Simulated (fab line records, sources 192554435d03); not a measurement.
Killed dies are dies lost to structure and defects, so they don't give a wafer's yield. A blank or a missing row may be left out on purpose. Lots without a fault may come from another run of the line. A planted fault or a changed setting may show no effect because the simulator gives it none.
One fault seen from 3 desks | flow n5_finfet | each desk has only its own numbers; what lay behind them comes last

THE TOOL OWNER'S DESK: ald_metal-01
The tool's own readings at N5_BEOL_M11_ALD_74 (deposits TaN, target thk 2 nm, pulse time 2 s, purge time 3 s): means of the sampled wafers that have a number, for each lot that ran on this tool. A lot is out of limits, marked OUT, if its mean lies more than 4 standard deviations from the usual mean; the brackets give that distance.
Columns: A = heater_power_w at N5_BEOL_M11_ALD_74, usual 427 W
lot  | first seen here | A
L534 | day 10 05:23    | 489
L535 | day 10 22:46    | 488
L538 | day 11 09:29    | 336
L537 | day 11 09:49    | 417
L543 | day 13 00:26    | 465
L554 | day 15 16:26    | 428
L555 | day 16 01:11    | 447
This desk's finding: nothing out of limits on any of the 7 lots.

THE METROLOGY DESK
What the gauges read, lot by lot, whatever tool the lot ran on: means of the sampled wafers that have a number. A lot is out of limits, marked OUT, if its mean lies more than 4 standard deviations from the usual mean; the brackets give that distance.
Columns: A = cd_nm at N5_BEOL_M11_CD_MEAS_28, usual 70.2 nm
lot  | first seen here | A
L534 | day 10 03:48    | 69.9
L533 | day 10 18:42    | 70.2
L535 | day 10 20:58    | 69.7
L538 | day 11 06:32    | 69.9
L537 | day 11 08:32    | 69.9
L543 | day 12 22:23    | 69.8
L548 | day 14 10:40    | 69.5
L553 | day 15 10:49    | 69.6
L551 | day 15 11:19    | 70.0
L554 | day 15 15:02    | 69.8
L555 | day 15 23:44    | 70.3
L556 | day 16 19:22    | 70.8
This desk's finding: nothing out of limits on any of the 12 lots.

THE DEFECT DESK
What the inspections along the route counted, lot by lot: means of the sampled wafers that have a number. A lot is out of limits, marked OUT, if its mean lies more than 4 standard deviations from the usual mean; the brackets give that distance.
Columns: A = raw_defect_count at N5_BEOL_M10_INSPECT_58, usual 69
lot  | first seen here | A
L534 | day 9 23:22     | 78
L533 | day 10 14:54    | 62
L535 | day 10 16:48    | 75
L538 | day 11 03:21    | 112
L537 | day 11 04:12    | 109
L543 | day 12 17:01    | 52
L548 | day 14 05:42    | 81
L553 | day 15 06:06    | 46
L551 | day 15 07:23    | 57
L554 | day 15 12:16    | 88
L555 | day 15 20:48    | 102
L556 | day 16 02:19    | 52
This desk's finding: nothing out of limits on any of the 12 lots.

PUT TOGETHER
The tool owner's desk saw nothing out of limits.
The metrology desk saw nothing out of limits.
The defect desk saw nothing out of limits.

WHAT THE SIMULATOR HAD PUT IN
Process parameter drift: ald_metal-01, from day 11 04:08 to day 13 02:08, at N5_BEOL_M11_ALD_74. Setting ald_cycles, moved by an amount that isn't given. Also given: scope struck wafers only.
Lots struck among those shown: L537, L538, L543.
